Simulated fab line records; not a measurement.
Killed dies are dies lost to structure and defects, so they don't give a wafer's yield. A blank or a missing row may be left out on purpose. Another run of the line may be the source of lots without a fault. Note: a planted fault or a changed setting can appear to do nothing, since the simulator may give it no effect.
Chamber matching ; flow nand_harc ; NHARC_A_SGD_CUT_ETCHBACK_24 on rie_diel-07: 4 sister chambers
The step etches the open film in CH3F/O2, target depth 50 nm, time 92.857 s. 8 wafers are shown with their chamber, then 7 later ones without.

== WAFERS PAIRED WITH THEIR CHAMBERS ==
wafer;chamber;showerhead_plenum_p_Torr (Torr);rf_fwd_power_W (W)
L079.5;3;2.48;497.8
L089.3;0;2.35;501.7
L089.6;3;2.48;498.2
L090.1;2;2.43;493.9
L090.2;0;2.35;498.5
L090.4;1;2.45;498.2
L094.1;2;2.42;493.0
L094.4;1;2.45;498.1

== WAFERS WHOSE CHAMBER IS MISSING ==
wafer;showerhead_plenum_p_Torr (Torr);rf_fwd_power_W (W)
L094.5;2.43;495.1
L096.1;2.35;498.5
L096.4;2.42;493.8
L096.6;2.45;496.3
L097.1;2.35;501.2
L097.3;2.45;495.9
L097.4;2.42;494.0

== WHICH CHAMBER EACH ONE RAN IN ==
wafer;from the rows above;in truth
L094.5;2;2
L096.1;0;0
L096.4;2;2
L096.6;1;1
L097.1;0;0
L097.3;1;1
L097.4;2;2
Correct placement for 7 of the 7. Number that these rows cannot place: 0. Wrongly placed: 0.
How it was worked out, from the rows above alone: a wafer's distance from a chamber is the root of the sum, over the readings, of the square of ((its reading less the chamber's mean) divided by the reading's scatter). The wafer belongs to the nearest chamber; if the next one is less than 2 further off, it can't be placed. Each chamber's mean is taken over the wafers shown for it. The scatter: the root of (the sum of the squares of (reading less its chamber's mean) over the shown wafers, divided by (wafers less chambers)).
